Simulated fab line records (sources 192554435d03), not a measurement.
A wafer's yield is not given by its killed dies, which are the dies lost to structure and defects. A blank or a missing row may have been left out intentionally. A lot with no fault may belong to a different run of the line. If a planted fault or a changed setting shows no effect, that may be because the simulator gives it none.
fab line records	flow n5_finfet
record lots=9	wafers=27	last_day=21
route steps=1938 shown BEOL_M0_SAQP@663 BEOL_M4@1111 PASSIVATION@1936
lots that met no fault: taken from a fault-free run of the same line
start_h: the number of hours between the record's first day and the start of the first shown wafer of the lot	wait_h: time in hours since the lot's previous step	" identical to the entry in the row above	L1.1+2: one row covering several wafers at once	- no value present, or no start provided	* or withheld: withheld	< > ~ a bound
route shown NAME@n: a module of which the file shows steps, and the number in the route of the first	usual: mean/standard deviation of fault-free wafers	same: alike in all rows	chamber/n: place in a boat	sites: readings site by site	_std_site: the values' standard deviation	_edge_site: the outer-site mean with the inner-site mean subtracted	radius_mm: for every site, how far away it sits from the centre of the wafer	mask NAME#n: copy n	behind: the most recent tool/chamber to have shaped the wafer	hold: why the lot went on hold/how many hours it stayed there/how the hold came to an end	device: the n, p or np transistor that did not switch	end of line: the tests these same wafers got at the end of their route	where a step has no rows: the recipe by itself	killed: the dies lost at the first sort to structure and to defects; this is not the yield of the wafer	map: shows each die of a wafer: x if killed, . if not, _ if none is there
set.NAME: the setting as run; set.NAME@STEP: as run at that earlier step	model.NAME: the simulator's own value behind a step, which no gauge read
one table for each step of the route and one row for each wafer, over a sample of lots
services: a tool's chamber out of use, with start hour (start_h, from the record's first day; less than 0 if before it), hours out, and reason
## steps
# step N5_BEOL_M0_SAQP_SPACER1_ALD_98
# recipe material=SiO2	target_thk_a=128	temp_c=300	ald_precursor_family=BDEAS	ald_co_reactant=O2-plasma	pulse_time_s=1	purge_time_s=2	co_reactant_purge_time_s=2	ald_cycles=138	pressure_torr=2
# usual heater_power_w=493/33	precursor_pulse_height_rel=1.001/0.02
lot.wafer	tool	chamber	start_h	wait_h	heater_power_w	precursor_pulse_height_rel
L828.1	ald_sin-04	1	106.02	0.8	542	1.008
L828.4	"	0	"	"	495	0.992
L828.6	"	2	"	"	499	0.996
L834.2	ald_sin-01	3	147.27	0.3	506	1.022
L834.4	"	1	"	"	509	1.002
L834.5	"	1	"	"	505	0.996
L833.4	ald_sin-04	0	152.49	0.2	480	0.959
L833.5	"	0	"	"	491	1.016
L833.6	"	1	"	"	540	1.020
L836.3	ald_sin-04	3	153.11	0.1	453	0.992
L836.4	"	0	"	"	490	1.012
L836.6	"	0	"	"	485	1.029
L838.1	ald_sin-04	1	169.73	0.3	546	1.039
L838.4	"	2	"	"	506	1.024
L838.5	"	1	"	"	536	0.989
L840.2	ald_sin-04	1	182.70	0.3	546	1.022
L840.3	"	0	"	"	501	0.995
L840.4	"	2	"	"	491	0.987
L844.3	ald_sin-03	1	206.90	0.3	494	1.051
L844.4	"	3	"	"	516	0.973
L844.6	"	0	"	"	523	1.018
L847.2	ald_sin-01	0	220.35	0.4	415	0.995
L847.3	"	2	"	"	479	0.992
L847.6	"	2	"	"	488	1.013
L848.2	ald_sin-03	0	232.83	1.1	539	0.960
L848.3	"	2	"	"	455	0.955
L848.4	"	3	"	"	504	0.990
# step N5_BEOL_M0_SAQP_MANDREL_ETCH_103
# recipe chemistry=HBr/Cl2	target=a-Si	target_depth_a=450	bt_time_s=10	stop_on=SiCN	mask_material=SiO2	over_etch_frac=0.8	time_s=27	pressure_mtorr=10	icp_w=800	bias_w=75	HBr_flow_sccm=150	Cl2_flow_sccm=80	ends=end_point
# usual chamber_pressure_mTorr=10.000/0.0099	drypump_motor_current_A=5.7/0.48	oes_product_au=0.678/0.013	throttle_valve_pct=35.5/0.31
# same bt_time_s=10
lot.wafer	tool	chamber	start_h	wait_h	chamber_pressure_mTorr	drypump_motor_current_A	oes_product_au	rf_hours_counter_h	throttle_valve_pct
L828.1	rie_si-05	2	106.87	0.0	9.994	5.7	0.659	149	36.2
L828.4	"	0	"	"	9.989	5.0	0.664	193	35.5
L828.6	"	1	"	"	9.994	5.0	0.670	-	35.2
L834.2	rie_si-05	2	148.12	0.0	9.996	5.7	0.653	149	36.2
L834.4	"	2	"	"	9.989	5.7	0.667	-	36.2
L834.5	"	1	"	"	10.003	5.0	0.668	-	35.2
L833.4	rie_si-05	1	153.37	0.0	10.056	5.0	0.672	-	35.2
L833.5	"	2	"	"	10.000	5.7	0.673	-	36.2
L833.6	"	3	"	"	10.000	5.4	0.697	-	35.7
L836.3	rie_si-02	3	154.23	0.0	10.000	6.7	0.675	33	35.0
L836.4	"	1	"	"	10.006	6.1	0.688	146	35.9
L836.6	"	1	"	"	9.996	6.1	0.674	-	35.9
L838.1	rie_si-04	2	170.58	0.0	10.005	6.4	0.682	100	35.5
L838.4	"	0	"	"	10.017	5.9	0.657	3	35.4
L838.5	"	1	"	"	9.995	5.3	0.675	-	35.4
L840.2	rie_si-04	2	183.76	0.0	9.993	6.4	0.686	101	35.5
L840.3	"	3	"	"	9.992	5.3	0.685	149	35.4
L840.4	"	1	"	"	10.000	5.4	0.668	0	35.5
L844.3	rie_si-04	3	207.77	0.0	9.992	5.3	0.703	149	35.4
L844.4	"	1	"	"	10.008	5.3	0.675	1	35.4
L844.6	"	3	"	"	9.982	5.3	0.701	-	35.4
L847.2	rie_si-02	0	221.29	0.0	9.996	6.0	0.680	183	35.5
L847.3	"	1	"	"	10.000	6.1	0.676	148	35.9
L847.6	"	3	"	"	9.993	6.7	0.668	-	35.0
L848.2	rie_si-04	3	233.68	0.0	10.009	5.3	0.695	150	35.4
L848.3	"	0	"	"	10.010	5.9	0.658	4	35.4
L848.4	"	2	"	"	10.006	6.3	0.697	101	35.5
# step N5_BEOL_M0_SAQP_ETCH_106
# recipe chemistry=N2/H2	target=SOC	target_depth_a=1500	stop_on=SiNx	ion_energy_ev=100	bias_w=61	pressure_mtorr=30	source_w=850	n2_flow_sccm=200	h2_flow_sccm=200
# usual chamber_pressure_mTorr=30.00/0.036	drypump_motor_current_A=5.6/0.41	n2_flow_sccm=199.9/0.64	oes_product_au=0.76/0.066	rf_vpp_V=241.1/1.5	showerhead_plenum_p_Torr=2.57/0.099	throttle_valve_pct=17.88/0.29
lot.wafer	tool	chamber	start_h	wait_h	chamber_pressure_mTorr	drypump_motor_current_A	n2_flow_sccm	oes_product_au	rf_hours_counter_h	rf_vpp_V	showerhead_plenum_p_Torr	throttle_valve_pct
L828.1	rie_diel-02	3	107.40	-	30.01	5.7	200.8	0.83	55	239.3	2.51	18.41
L828.4	"	1	"	"	30.01	6.4	200.7	0.82	61	243.1	2.68	17.57
L828.6	"	0	"	"	29.99	4.9	199.5	0.70	-	239.6	2.39	18.22
L834.2	rie_diel-02	3	148.65	-	30.00	5.7	199.1	0.83	65	240.4	2.51	18.41
L834.4	"	2	"	"	30.01	5.0	200.5	0.70	203	243.1	2.62	17.84
L834.5	"	0	"	"	29.99	4.8	199.9	0.70	-	238.2	2.39	18.24
L833.4	rie_diel-02	0	154.11	-	30.03	4.9	200.4	0.70	225	237.2	2.39	18.24
L833.5	"	3	"	"	30.00	5.7	199.4	0.83	-	239.3	2.50	18.42
L833.6	"	0	"	"	30.01	4.9	200.4	0.69	-	238.0	2.39	18.23
L836.3	rie_diel-06	1	155.27	-	30.00	5.5	199.9	0.83	66	243.4	2.67	17.34
L836.4	"	3	"	"	30.00	6.1	199.7	0.67	252	241.4	2.60	18.09
L836.6	"	1	"	"	29.95	5.6	200.6	0.82	-	242.2	2.67	17.35
L838.1	rie_diel-05	0	171.27	-	30.02	5.0	200.6	0.73	165	239.6	2.42	17.87
L838.4	"	1	"	"	30.02	5.6	199.2	0.71	194	242.8	2.65	18.07
L838.5	"	0	"	"	29.99	5.0	201.3	0.72	-	240.0	2.42	17.88
L840.2	rie_diel-05	1	184.35	-	29.99	5.6	199.5	0.71	201	241.8	2.64	18.08
L840.3	"	2	"	"	30.00	6.1	199.1	0.78	124	240.7	2.69	17.99
L840.4	"	0	"	"	30.01	5.0	199.5	0.72	-	238.7	2.42	17.89
L844.3	rie_diel-06	2	208.29	-	30.01	5.6	199.3	0.70	228	240.0	2.50	17.76
L844.4	"	1	"	"	29.99	5.6	200.5	0.81	90	241.9	2.66	17.40
L844.6	"	2	"	"	30.01	5.5	199.9	0.71	-	240.3	2.50	17.77
L847.2	rie_diel-05	0	221.82	-	30.01	5.0	200.6	0.71	188	240.5	2.41	17.90
L847.3	"	2	"	"	30.00	6.2	200.4	0.76	139	241.9	2.68	18.01
L847.6	"	2	"	"	30.02	6.1	200.1	0.76	-	242.1	2.68	18.02
L848.2	rie_diel-05	0	234.21	-	29.98	5.0	199.4	0.71	191	238.7	2.41	17.92
L848.3	"	3	"	"	30.03	5.7	199.6	0.74	179	238.8	2.43	17.78
L848.4	"	1	"	"	30.00	5.6	199.5	0.70	220	241.7	2.64	18.12
# step N5_BEOL_M0_SAQP_COAT_69
# recipe resist=SOC	temp_c=250	time_s=60	spin_rpm=1500	resist_thk_nm=90
# usual spin_speed_rpm=1500.0/1
lot.wafer	tool	chamber	start_h	wait_h	spin_speed_rpm
L828.1	litho_track-01	0	108.49	0.0	1499.3
L828.4	"	0	"	"	1500.2
L828.6	"	0	"	"	1501.0
L834.2	litho_track-05	0	149.74	0.0	1497.8
L834.4	"	0	"	"	1499.9
L834.5	"	0	"	"	1499.7
L833.4	litho_track-02	0	155.76	0.0	1499.6
L833.5	"	0	"	"	1499.9
L833.6	"	0	"	"	1501.8
L836.3	litho_track-05	0	156.39	0.0	1501.5
L836.4	"	0	"	"	1499.9
L836.6	"	0	"	"	1499.6
L838.1	litho_track-05	0	172.41	0.0	1616.8
L838.4	"	0	"	"	1617.3
L838.5	"	0	"	"	1617.1
L840.2	litho_track-05	0	185.52	0.0	1616.0
L840.3	"	0	"	"	1616.3
L840.4	"	0	"	"	1615.2
L844.3	litho_track-01	0	209.38	0.0	1497.2
L844.4	"	0	"	"	1498.4
L844.6	"	0	"	"	1499.4
L847.2	litho_track-01	0	222.91	0.0	1500.7
L847.3	"	0	"	"	1501.0
L847.6	"	0	"	"	1500.1
L848.2	litho_track-02	0	235.30	0.0	1499.6
L848.3	"	0	"	"	1499.5
L848.4	"	0	"	"	1500.0
# step N5_BEOL_M4_RC_MEAS_101
# usual DIBL_N=36.1/2.3	DIBL_P=36/3.2	IOFF_N=0.16/0.045	IOFF_P=0.21/0.049	ION_N=674/14	ION_P=462/8.4	SS_N=71.6/0.83	SS_P=73.2/0.87	VT_N=249/3.8	VT_P=-250/3.4
lot.wafer	tool	chamber	start_h	wait_h	DIBL_N[mV/V]	DIBL_P[mV/V]	IOFF_N[nA/um]	IOFF_P[nA/um]	ION_N[uA/um]	ION_P[uA/um]	SS_N[mV/dec]	SS_P[mV/dec]	VT_N[mV]	VT_P[mV]
L828.1	prober-02	0	236.98	0.3	35.1	34	0.13	0.21	659	461	70.7	72.9	250	-249
L828.4	"	0	"	"	39.1	39	0.20	0.28	675	466	72.3	73.6	248	-246
L828.6	"	0	"	"	37.9	37	0.18	0.25	673	465	71.7	73.7	248	-245
L834.2	prober-02	0	277.70	0.2	35.9	36	0.16	0.18	671	449	71.5	74.0	248	-250
L834.4	"	0	"	"	31.9	31	0.10	0.13	663	451	69.7	72.0	252	-256
L834.5	"	0	"	"	35.3	34	0.16	0.17	670	453	70.8	72.7	246	-255
L836.3	prober-02	0	286.86	0.3	34.9	34	0.12	0.15	652	444	70.7	71.9	253	-255
L836.4	"	0	"	"	36.0	36	0.14	0.19	668	456	71.9	73.5	251	-255
L836.6	"	0	"	"	34.8	33	0.12	0.15	645	439	70.9	72.9	254	-257
L833.4	prober-02	0	289.33	0.5	37.0	38	0.19	0.25	671	455	72.0	73.9	246	-247
L833.5	"	0	"	"	38.4	39	0.20	0.25	679	465	72.7	74.4	249	-249
L833.6	"	0	"	"	36.7	37	0.19	0.23	683	464	72.6	73.6	250	-249
L840.2	prober-02	0	297.29	0.2	34.9	35	0.13	0.20	682	472	71.0	73.2	253	-250
L840.3	"	0	"	"	35.4	33	0.13	0.17	662	458	71.3	72.0	251	-255
L840.4	"	0	"	"	34.2	33	0.11	0.15	648	444	70.2	72.0	257	-256
L838.1	prober-01	0	303.85	0.0	33.8	34	0.16	0.22	667	462	71.5	73.0	248	-248
L838.4	"	0	"	"	34.2	34	0.14	0.21	662	460	71.5	72.4	250	-249
L838.5	"	0	"	"	34.2	34	0.15	0.21	684	474	71.1	73.1	248	-249
L844.3	prober-01	0	329.74	0.3	31.4	30	0.09	0.13	645	446	69.8	72.4	255	-258
L844.4	"	0	"	"	37.2	36	0.19	0.20	672	462	71.5	73.5	247	-249
L844.6	"	0	"	"	36.4	35	0.16	0.19	668	458	71.4	73.7	250	-254
L848.2	prober-02	0	358.83	0.2	37.6	38	0.17	0.20	673	458	71.3	73.8	248	-252
L848.3	"	0	"	"	39.2	41	0.21	0.28	674	466	72.2	75.1	249	-249
L848.4	"	0	"	"	36.5	37	0.15	0.20	675	462	71.2	73.9	248	-254
L847.2	prober-01	0	388.49	0.2	35.1	37	0.15	0.23	659	460	71.3	73.8	250	-250
L847.3	"	0	"	"	36.6	38	0.19	0.23	682	457	72.4	73.2	248	-250
L847.6	"	0	"	"	35.3	37	0.15	0.21	665	454	71.9	73.4	252	-250
# step N5_PASSIVATION_PROBE_49
# usual defect_limited_yield=90.9/1.6	killed_at_M0_to_M3=37/11	killed_at_M4_up=15/5.6	killed_at_contacts=13/6.4	killed_at_front_end=39/11	killed_at_other=4/3.1	killed_dies=107/19	killed_open=71/14	killed_short=34/7.8	sort_bin_5_function=5.3/1	sort_bin_6_memory=3.4/0.72	sort_bin_8_speed=0.0/0.42	sort_n_pass=1072/20	sort_yield_pct=90.9/1.7
# same gross_dies=1180	killed_at_back_side=0	sort_bin_4_leakage[%]=0
lot.wafer	tool	chamber	start_h	wait_h	defect_limited_yield[%]	killed_at_M0_to_M3	killed_at_M4_up	killed_at_contacts	killed_at_front_end	killed_at_other	killed_dies	killed_open	killed_short	sort_bin_5_function[%]	sort_bin_6_memory[%]	sort_bin_8_speed[%]	sort_n_pass	sort_yield_pct[%]
L828.1	prober-02	-	356.74	0.3	92.9	28	18	8	29	1	84	62	20	4.1	3.0	0	1096	92.9
L828.4	prober-02	-	356.89	0.5	91.3	27	18	12	44	2	103	66	34	5.4	3.0	0.1	1077	91.3
L828.6	prober-02	-	356.99	0.6	91.1	36	14	5	43	7	105	68	32	5.3	3.3	0	1075	91.1
L833.4	prober-02	-	410.79	0.2	89.7	46	10	13	51	2	122	84	36	6.4	3.7	0	1058	89.7
L833.5	prober-02	-	410.84	0.2	89.9	44	13	13	48	1	119	82	35	5.3	4.4	0	1061	89.9
L833.6	prober-02	-	410.89	0.3	89.6	46	19	8	49	1	123	81	42	6.9	2.9	0	1057	89.6
L840.2	prober-02	-	429.19	0.1	91.3	15	26	19	38	5	103	73	26	4.7	3.7	0	1077	91.3
L840.3	prober-02	-	429.24	0.1	92.5	25	9	10	43	1	88	62	23	4.6	2.6	0	1092	92.5
L840.4	prober-02	-	429.29	0.2	88.6	35	32	13	52	2	134	95	37	7.4	3.6	0.2	1044	88.5
L847.2	prober-02	-	494.88	0.1	85.6	67	14	36	47	6	170	121	48	9.0	4.8	0	1010	85.6
L847.3	prober-02	-	494.93	0.1	89.7	40	21	15	44	2	122	80	42	6.2	4.0	0	1058	89.7
L847.6	prober-02	-	495.08	0.3	90.4	39	21	22	30	1	113	83	30	6.3	3.0	0	1067	90.4
L848.2	prober-01	-	496.22	0.1	92.7	25	15	10	34	2	86	56	29	4.4	2.7	0	1094	92.7
L848.3	prober-01	-	496.27	0.1	90.5	36	11	10	52	3	112	72	38	5.9	3.2	0	1068	90.5
L848.4	prober-01	-	496.32	0.2	89.8	48	17	18	36	1	120	95	24	6.1	3.7	0	1060	89.8
# killed by level:class
L828.1 BEOL_M3:geometric_particle:open=11 BEOL_M4:geometric_particle:open=9 STI_FIN_REVEAL:geometric_particle:open=7 MOL_CONTACT_COAG:geometric_particle:open=5 DUMMY_GATE:geometric_particle:open=4 BEOL_M0_SAQP:geometric_particle:short=4 BEOL_M1:geometric_particle:open=4 BEOL_M2:geometric_particle:open=4
L828.4 STI_FIN_REVEAL:geometric_particle:open=9 BEOL_M3:geometric_particle:open=9 BEOL_M4:geometric_particle:open=8 MOL_CONTACT_COAG:geometric_particle:open=8 GATE_CUT:geometric_particle:short=6 FIN_SAQP:geometric_particle:open=5 GATE_CUT:geometric_particle:open=4 MOL_CONTACT_COAG:geometric_particle:short=4
L828.6 FIN_SAQP:geometric_particle:open=13 BEOL_M1:geometric_particle:open=10 GATE_CUT:geometric_particle:short=8 BEOL_M2:geometric_particle:open=8 BEOL_M3:geometric_particle:open=8 DUMMY_GATE:geometric_particle:open=6 FIN_SAQP:geometric_particle:short=5 BEOL_M4:geometric_particle:open=5
L833.4 BEOL_M2:geometric_particle:open=19 FIN_SAQP:geometric_particle:open=18 MOL_CONTACT_COAG:geometric_particle:open=12 FIN_SAQP:geometric_particle:short=10 BEOL_M0_SAQP:geometric_particle:short=8 BEOL_M0_SAQP:geometric_particle:open=6 BEOL_M1:geometric_particle:open=4 BEOL_M3:geometric_particle:open=4
L833.5 BEOL_M2:geometric_particle:open=24 FIN_SAQP:geometric_particle:open=13 MOL_CONTACT_COAG:geometric_particle:open=9 BEOL_M4:geometric_particle:open=9 GATE_CUT:geometric_particle:short=6 DUMMY_GATE:geometric_particle:open=5 STARTING-WAFER:geometric_particle:open=5 FIN_SAQP:geometric_particle:short=4
L833.6 FIN_SAQP:geometric_particle:open=18 BEOL_M0_SAQP:geometric_particle:open=14 BEOL_M2:geometric_particle:open=13 GATE_CUT:geometric_particle:short=8 FIN_SAQP:geometric_particle:short=7 BEOL_M4:geometric_particle:open=7 BEOL_M0_SAQP:geometric_particle:short=6 BEOL_M4:geometric_particle:short=6
L840.2 FIN_SAQP:geometric_particle:open=18 MOL_CONTACT_COAG:geometric_particle:open=16 BEOL_M4:geometric_particle:open=16 FIN_SAQP:geometric_particle:short=9 STI_FIN_REVEAL:geometric_particle:open=4 MOL_CONTACT_COAG:geometric_particle:short=3 SD_EPI_N:coat_microbubble_printed=2 GATE_CUT:geometric_particle:short=2
L840.3 FIN_SAQP:geometric_particle:open=14 MOL_CONTACT_COAG:geometric_particle:open=10 BEOL_M3:geometric_particle:open=10 STI_FIN_REVEAL:geometric_particle:open=9 GATE_CUT:geometric_particle:short=7 FIN_SAQP:geometric_particle:short=4 BEOL_M4:geometric_particle:open=4 BEOL_M0:geometric_particle:short=3
L840.4 BEOL_M4:geometric_particle:open=19 FIN_SAQP:geometric_particle:open=17 MOL_CONTACT_COAG:geometric_particle:open=13 BEOL_M3:geometric_particle:open=11 FIN_SAQP:geometric_particle:short=8 STI_FIN_REVEAL:geometric_particle:open=8 BEOL_M2:geometric_particle:open=7 BEOL_M3:geometric_particle:short=5
L847.2 MOL_CONTACT_COAG:geometric_particle:open=31 BEOL_M0_SAQP:geometric_particle:open=16 BEOL_M0_SAQP:geometric_particle:short=14 BEOL_M1:geometric_particle:open=13 BEOL_M2:geometric_particle:open=13 DUMMY_GATE:geometric_particle:open=9 FIN_SAQP:geometric_particle:short=8 STI_FIN_REVEAL:geometric_particle:open=8
L847.3 BEOL_M0_SAQP:geometric_particle:short=13 MOL_CONTACT_COAG:geometric_particle:open=13 BEOL_M0_SAQP:geometric_particle:open=13 GATE_CUT:geometric_particle:short=10 FIN_SAQP:geometric_particle:open=8 STI_FIN_REVEAL:geometric_particle:open=8 BEOL_M4:geometric_particle:open=8 BEOL_M2:geometric_particle:open=5
L847.6 MOL_CONTACT_COAG:geometric_particle:open=18 BEOL_M0_SAQP:geometric_particle:open=12 BEOL_M4:geometric_particle:open=11 FIN_SAQP:geometric_particle:open=9 DUMMY_GATE:geometric_particle:open=9 BEOL_M0_SAQP:geometric_particle:short=8 BEOL_M1:geometric_particle:short=5 BEOL_M2:geometric_particle:open=5
L848.2 STI_FIN_REVEAL:geometric_particle:open=10 BEOL_M3:geometric_particle:open=9 MOL_CONTACT_COAG:geometric_particle:open=8 BEOL_M4:geometric_particle:short=6 FIN_SAQP:geometric_particle:open=5 BEOL_M0_SAQP:geometric_particle:short=5 STI_FIN_REVEAL:geometric_particle:short=3 DUMMY_GATE:geometric_particle:open=3
L848.3 STI_FIN_REVEAL:geometric_particle:open=16 BEOL_M3:geometric_particle:open=9 STI_FIN_REVEAL:geometric_particle:short=7 MOL_CONTACT_COAG:geometric_particle:open=7 BEOL_M0_SAQP:geometric_particle:short=6 FIN_SAQP:geometric_particle:open=5 GATE_CUT:geometric_particle:short=5 BEOL_M0:geometric_particle:open=5
L848.4 MOL_CONTACT_COAG:geometric_particle:open=16 BEOL_M3:geometric_particle:open=14 STI_FIN_REVEAL:geometric_particle:open=12 BEOL_M0_SAQP:geometric_particle:open=10 BEOL_M4:geometric_particle:open=8 FIN_SAQP:geometric_particle:open=7 DUMMY_GATE:geometric_particle:open=6 BEOL_M0_SAQP:geometric_particle:short=6
## services
tool	chamber	start_h	hours	kind
rie_si-04	1	86.45	8.8	repair
rie_diel-05	-	95.09	0.1	repair
ald_sin-03	0	102.01	11.3	repair
ald_sin-04	3	122.15	16.0	repair
litho_track-05	-	135.46	-	consumable_replace:filter
rie_diel-06	3	141.41	1.3	repair
rie_si-05	0	141.82	21.8	repair
rie_si-04	1	147.08	-	clean
rie_si-04	1	147.08	18.7	scheduled_down
rie_si-04	1	147.08	18.7	vent_cycle
rie_diel-06	3	156.83	2.9	repair
ald_sin-03	0	159.56	17.0	repair
rie_diel-02	-	169.40	14.6	pm
rie_si-04	1	170.68	5.3	repair
ald_sin-04	0	172.52	3.1	repair
ald_sin-03	-	178.22	14.0	pm
litho_track-05	-	181.99	-	consumable_replace:filter
rie_diel-05	3	183.44	8.8	repair
rie_diel-02	-	192.18	1.3	repair
rie_diel-02	2	210.62	5.7	repair
rie_diel-06	0	211.17	17.1	repair
rie_diel-05	3	216.50	6.9	repair
rie_si-05	-	217.46	0.3	repair
ald_sin-01	2	222.13	4.4	repair
## key
first_sign step=N5_BEOL_M0_SAQP_COAT_69	reading=spin_speed_rpm	direction=up	sigmas=99+	usual=*	struck=*
effect none on later readings
met_at N5_BEOL_M0_SAQP_COAT_69
struck_lots L838,L840
not_acting_at N5_BEOL_M0_SAQP_SPACER1_ALD_98,N5_BEOL_M0_SAQP_MANDREL_ETCH_103,N5_BEOL_M0_SAQP_ETCH_106
onset_between 156.39 172.41
fault kind=process_parameter_drift	tool=litho_track-05	chamber=-	onset_h=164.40	steps=N5_BEOL_M0_SAQP_COAT_69	channel=spin_rpm	offset=*	shape=step	end_h=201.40	acts_in=*	stated=*
